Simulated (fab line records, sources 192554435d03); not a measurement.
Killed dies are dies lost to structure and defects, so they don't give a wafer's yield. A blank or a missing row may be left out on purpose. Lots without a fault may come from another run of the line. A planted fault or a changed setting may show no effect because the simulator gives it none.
Chamber matching | flow n5_finfet | N5_MOL_CONTACT_COAG_ETCHBACK_132 on rie_diel-01: 4 sister chambers
The step etches SiO2 in CHF3, target depth 10 nm, time 6.7 s. 22 wafers are shown with their chamber, then 11 later ones without.

WAFERS WITH THEIR CHAMBER
wafer  | chamber | showerhead_plenum_p_Torr (Torr) | throttle_valve_pct (%) | rf_vpp_V (V)
L075.1 | 1       | 2.49                            | 18.65                  | 531
L075.3 | 2       | 2.29                            | 18.64                  | 524
L075.6 | 0       | 2.39                            | 18.78                  | 538
L076.1 | 0       | 2.38                            | 18.78                  | 538
L076.4 | 3       | 2.32                            | 18.28                  | 506
L076.6 | 2       | 2.29                            | 18.64                  | 525
L078.2 | 0       | 2.38                            | 18.79                  | 539
L078.4 | 1       | 2.49                            | 18.65                  | 531
L078.6 | 2       | 2.28                            | 18.65                  | 526
L084.2 | 2       | 2.28                            | 18.66                  | 525
L084.4 | 0       | 2.38                            | 18.80                  | 539
L084.5 | 0       | 2.38                            | 18.79                  | 537
L085.1 | 0       | 2.38                            | 18.81                  | 538
L085.2 | 3       | 2.32                            | 18.29                  | 503
L085.3 | 1       | 2.48                            | 18.66                  | 533
L085.4 | 2       | 2.28                            | 18.65                  | 526
L085.5 | 2       | 2.28                            | 18.65                  | 524
L085.6 | 1       | 2.48                            | 18.69                  | 531
L086.3 | 0       | 2.38                            | 18.81                  | 538
L086.4 | 2       | 2.28                            | 18.67                  | 526
L086.5 | 3       | 2.32                            | 18.31                  | 504
L087.2 | 1       | 2.48                            | 18.66                  | 531

SIGNATURES (means of the wafers above)
reading                  | chamber 0 | chamber 1 | chamber 2 | chamber 3 | scatter within a chamber
showerhead_plenum_p_Torr | 2.3814    | 2.4840    | 2.2829    | 2.3200    | 0.0044
throttle_valve_pct       | 18.7943   | 18.6620   | 18.6514   | 18.2933   | 0.0133
rf_vpp_V                 | 538.14    | 531.40    | 525.14    | 504.33    | 0.93
Rule: a wafer's distance from a chamber is the root of the sum, over the readings, of the square of ((its reading less the chamber's mean) divided by the reading's scatter). The wafer belongs to the nearest chamber; if the next one is less than 2 further off, it can't be placed. The scatter: the root of (the sum of the squares of (reading less its chamber's mean) over the shown wafers, divided by (wafers less chambers)).

WAFERS WITHOUT THEIR CHAMBER
wafer  | showerhead_plenum_p_Torr (Torr) | throttle_valve_pct (%) | rf_vpp_V (V)
L087.3 | 2.28                            | 18.68                  | 524
L087.5 | 2.38                            | 18.81                  | 539
L089.2 | 2.32                            | 18.32                  | 505
L089.4 | 2.48                            | 18.67                  | 531
L089.6 | 2.38                            | 18.81                  | 538
L094.2 | 2.31                            | 18.33                  | 505
L094.3 | 2.48                            | 18.70                  | 531
L094.4 | 2.27                            | 18.69                  | 527
L097.1 | 2.47                            | 18.72                  | 531
L097.2 | 2.37                            | 18.84                  | 537
L097.4 | 2.47                            | 18.70                  | 532

WHICH CHAMBER EACH WENT THROUGH
wafer  | from the rows above | in truth
L087.3 | 2                   | 2
L087.5 | 0                   | 0
L089.2 | 3                   | 3
L089.4 | 1                   | 1
L089.6 | 0                   | 0
L094.2 | 3                   | 3
L094.3 | 1                   | 1
L094.4 | 2                   | 2
L097.1 | 1                   | 1
L097.2 | 0                   | 0
L097.4 | 1                   | 1
Placed correctly: 11 of 11. Can't be placed from these rows: 0. Placed wrongly: 0.
